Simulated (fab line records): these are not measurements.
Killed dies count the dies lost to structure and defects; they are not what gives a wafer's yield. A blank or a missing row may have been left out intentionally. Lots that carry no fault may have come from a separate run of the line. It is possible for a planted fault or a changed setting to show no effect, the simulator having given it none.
Matching of chambers ; flow nand_harc ; NHARC_A_STAIRCASE_DEP_471 on pecvd-03: 3 sister chambers
The step deposits SiO2, target thk 100 nm. 20 wafers are shown with their chamber, then 10 later ones without.

== EACH WAFER AND ITS CHAMBER ==
wafer;chamber;throttle_valve_pct (%);heater_power_w (W);chamber_pressure_Torr (Torr)
L075.1;0;15.2;493;6.526
L075.2;1;16.1;611;6.524
L075.4;0;15.4;507;6.504
L079.1;2;15.8;683;6.483
L079.4;1;16.3;555;6.496
L079.6;2;15.7;679;6.489
L078.3;0;15.5;373;6.523
L078.4;0;15.6;385;6.500
L078.5;1;16.1;646;6.510
L080.1;2;15.9;573;6.522
L080.5;0;15.4;505;6.507
L080.6;1;16.2;608;6.494
L084.1;2;15.9;668;6.502
L084.4;1;16.3;633;6.498
L084.6;0;15.5;417;6.502
L088.3;1;16.1;629;6.463
L088.5;1;16.1;630;6.491
L088.6;0;15.7;450;6.508
L087.1;0;15.7;505;6.510
L087.3;2;15.9;726;6.483

SIGNATURES (means of the wafers above)
reading;chamber 0;chamber 1;chamber 2;scatter within a chamber
throttle_valve_pct;15.500;16.171;15.840;0.13
heater_power_w;454.38;616.00;665.80;48.7
chamber_pressure_Torr;6.51000;6.49657;6.49580;0.015
Rule: a wafer's distance from a chamber is the root of the sum, over the readings, of the square of ((its reading less the chamber's mean) divided by the reading's scatter). The wafer belongs to the nearest chamber; if the next one is less than 2 further off, it can't be placed. The scatter: take each reading less its chamber's mean, square it, sum over the shown wafers, divide by the number of wafers less the number of chambers, and take the root.

== WAFERS WITHOUT THEIR CHAMBER ==
wafer;throttle_valve_pct (%);heater_power_w (W);chamber_pressure_Torr (Torr)
L087.5;15.8;709;6.496
L091.1;16.4;583;6.485
L091.3;15.8;473;6.473
L091.4;15.8;572;6.492
L096.3;16.1;575;6.514
L096.5;15.8;600;6.494
L096.6;15.7;499;6.524
L097.1;15.8;471;6.491
L097.5;16.0;483;6.512
L097.6;16.5;579;6.482

== CHAMBER TAKEN BY EACH ==
wafer;from the rows above;in truth
L087.5;2;2
L091.1;1;1
L091.3;can't be placed: 0 or 2 or 1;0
L091.4;can't be placed: 2 or 1 or 0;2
L096.3;can't be placed: 1 or 2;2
L096.5;can't be placed: 2 or 1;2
L096.6;0;0
L097.1;can't be placed: 0 or 2 or 1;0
L097.5;can't be placed: 1 or 0 or 2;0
L097.6;1;1
4 of 10 placed correctly. Can't be placed from these rows: 6 (the true chamber is among the candidates in 6). Placed wrongly: 0.
